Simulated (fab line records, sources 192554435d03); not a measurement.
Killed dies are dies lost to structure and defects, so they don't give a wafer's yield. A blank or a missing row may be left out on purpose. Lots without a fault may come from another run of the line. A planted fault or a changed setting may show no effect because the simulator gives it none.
Problem report in the 8D (eight disciplines) form, filled by code | flow n5_finfet | the parts of the form that need people (team, actions taken, sign-off) are left out

1. THE PROBLEM
overpolish_run_s at N5_BEOL_M7_CMP_52 reads a mean of 3.290 s on 3 wafers of 2 lots; wafers without a fault read 6.900 s with a standard deviation of 0.0097. That is -99 or more standard deviations from the usual mean.
The step: polishes, stops on SiCOH lowk, t overpolish 6.9 s, target thk 80 nm.
First seen on wafer L209.4, day 14 02:49, on cmp-02. The record holds 15 wafers of 6 lots with a number at this step. Rule for "out", or "out of limits": more than 4 standard deviations from the usual mean. The other wafers with a number count as sound.

2. WHAT IT IS AND WHAT IT IS NOT
question                    | is                                         | is not
which readings at this step | overpolish_run_s, barrier_field_endpoint_s | motor_current_A, retaining_ring_pressure_frac
which lots                  | L209, L210                                 | L194, L201, L205, L211
which wafers of those lots  | L209.4, L209.6, L210.6                     | L210.1
read on which tools         | cmp-02                                     | cmp-01, cmp-04
when                        | from day 14 02:49                          | up to then (8 sound wafers); but 4 sound wafers of L210, L211 came after

3. SUSPECTS, AND WHAT RULES EACH OUT
Counting: a tool at a process step up to the reading stays a suspect if it ran every lot that is out. Sound lots after the first of them don't rule it out here, since some wafers of a struck lot are sound.
- pecvd-02 at N5_BEOL_M7_ILD_DEP_00 (deposits SiCOH lowk from DEMS/porogen, target thk 179.75 nm, time 33.4 s): kept. It ran every lot that is out, first L209 (day 13 20:10); its last sound lot up to then is L201 (day 11 11:47).
- pecvd-01 at N5_BEOL_M7_PECVD_70 (deposits SiO2 from TEOS/O2, target thk 20 nm, time 22.7 s): kept. It ran every lot that is out, first L209 (day 13 20:47); its last sound lot up to then is L205 (day 12 13:50).
- cmp-02 at N5_BEOL_M7_CMP_52 (polishes, stops on SiCOH lowk, t overpolish 6.9 s, target thk 80 nm): kept. It ran every lot that is out, first L209 (day 14 02:49); its last sound lot up to then is L194 (day 9 15:32). Its own readings are out on those wafers: barrier_field_endpoint_s, overpolish_run_s.
- Within pecvd-01 at N5_BEOL_M7_PECVD_70: the wafers that are out ran in chambers 1, 2; their sound lot-mates ran in chamber 0.
- Within cmp-02 at N5_BEOL_M7_CMP_52: the wafers that are out ran in chambers 2, 3; their sound lot-mates ran in chamber 0.
Left after counting: pecvd-02 at N5_BEOL_M7_ILD_DEP_00, pecvd-01 at N5_BEOL_M7_PECVD_70, cmp-02 at N5_BEOL_M7_CMP_52.

4. THE CAUSE (what the simulator had put in)
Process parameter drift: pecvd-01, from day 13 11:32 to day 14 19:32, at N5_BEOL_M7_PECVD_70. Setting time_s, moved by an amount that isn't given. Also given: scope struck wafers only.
Counting left 3 suspects, and this tool is among them.

5. THE CHAIN OF EFFECTS, in route order
Each row: a reading whose mean over the struck wafers that have a number lies more than 3 standard deviations from the usual. Only readings for which the record gives a usual standard deviation are gone through. hours: the time from each lot's start at the first step in this table that gives one to its start at this step, as a median over the lots. sigmas: the change in usual standard deviations.
hours | step              | reading                  | usual   | on struck wafers | change | sigmas
0     | N5_BEOL_M7_CMP_52 | barrier_field_endpoint_s | 28.9 s  | 43.8             | +14.9  | +19
0     | N5_BEOL_M7_CMP_52 | overpolish_run_s         | 6.900 s | 3.290            | -3.610 | -99 or more
The process steps in it:
- N5_BEOL_M7_CMP_52: polishes, stops on SiCOH lowk, t overpolish 6.9 s, target thk 80 nm.

6. WHAT WOULD HAVE CAUGHT IT SOONER
In this record the first reading out of limits was taken at day 14 02:49, 15 hours after the fault began at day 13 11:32.
Of the tool readings at N5_BEOL_M7_PECVD_70 for which the record gives a usual standard deviation, none was out on any struck wafer, so an alarm limit of 4 standard deviations on them would not have fired.
Of the lots that are out (2), L210 began N5_BEOL_M7_PECVD_70 on pecvd-01 after day 14 02:49. A hold on the tool at that time would have spared it.
